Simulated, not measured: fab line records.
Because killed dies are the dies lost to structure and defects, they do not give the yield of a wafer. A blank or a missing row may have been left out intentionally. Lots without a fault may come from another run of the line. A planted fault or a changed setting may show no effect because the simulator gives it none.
One fault through the eyes of 2 desks | flow n5 finfet | only its own numbers are on each desk; what lay behind them is given at the end

## THE TOOL OWNER'S DESK: pecvd-01
The tool's own readings at N5_BEOL_M10_ILD_DEP_00 (deposits SiCOH lowk from DEMS/porogen, target thk 308.51 nm, time 58 s): means of the sampled wafers that have a number, for each lot that ran on this tool. If a lot's mean is further than 4 standard deviations from the usual mean, the lot is out of limits and carries the mark OUT (the distance appears in the brackets).
Columns: A = heater power w at N5_BEOL_M10_ILD_DEP_00, usual 322 W; B = run length s at N5_BEOL_M10_ILD_DEP_00, usual 101.1 s; C = showerhead plenum p Torr at N5_BEOL_M10_ILD_DEP_00, usual 5.736 Torr; D = showerhead vpp V at N5_BEOL_M10_ILD_DEP_00, usual 1393 V; E = throttle valve pct at N5_BEOL_M10_ILD_DEP_00, usual 13.9 %
lot  | first seen here | A   | B                | C     | D    | E
L736 | day 9 20:00     | 285 | 101.1            | 5.729 | 1408 | 14.1
L738 | day 10 13:40    | 307 | 101.6            | 5.717 | 1399 | 14.1
L749 | day 13 04:19    | 303 | 104.1 (+4.9) OUT | 5.737 | 1402 | 14.1
L751 | day 14 13:21    | 318 | 104.2 (+5.1) OUT | 5.726 | 1399 | 13.8
This desk's verdict: out of limits on L749, L751, starting with L749 at day 13 04:19 (run length s at N5_BEOL_M10_ILD_DEP_00). Within limits: L736, L738.

## METROLOGY DESK
Lot by lot, what the gauges showed, no matter which tool ran the lot: averages of those sampled wafers that carry a number. If a lot's mean is further than 4 standard deviations from the usual mean, the lot is out of limits and carries the mark OUT (the distance appears in the brackets).
Columns: A = M10_ILD_THK at N5_BEOL_M10_THK_MEAS_01, usual 269 nm
lot  | first seen here | A
L736 | day 9 20:35     | 266
L738 | day 10 14:16    | 269
L741 | day 11 11:43    | 274
L740 | day 11 17:13    | 273
L749 | day 13 04:54    | 280
L752 | day 13 23:40    | 273
L751 | day 14 13:56    | 278
L754 | day 14 18:42    | 268
L756 | day 15 06:26    | 272
L758 | day 15 18:46    | 264
Result from this desk: across the 10 lots, nothing is out of limits.

## ALL TOGETHER
The tool owner's desk had the chance to raise an alarm at day 13 04:19 on L749, L751.
From the metrology desk's view, nothing was out of limits.
The metrology desk has L749, L751 on record, within its limits.
Of the lots named, all ran N5_BEOL_M10_ILD_DEP_00 on pecvd-01.

## WHAT THE SIMULATOR PUT IN
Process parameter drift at N5_BEOL_M10_ILD_DEP_00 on pecvd-01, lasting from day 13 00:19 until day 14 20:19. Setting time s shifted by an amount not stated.
Struck lots among those shown: L749, L751.
Hours from the fault's start to each desk's first reading out of limits: the tool owner's desk, 4.
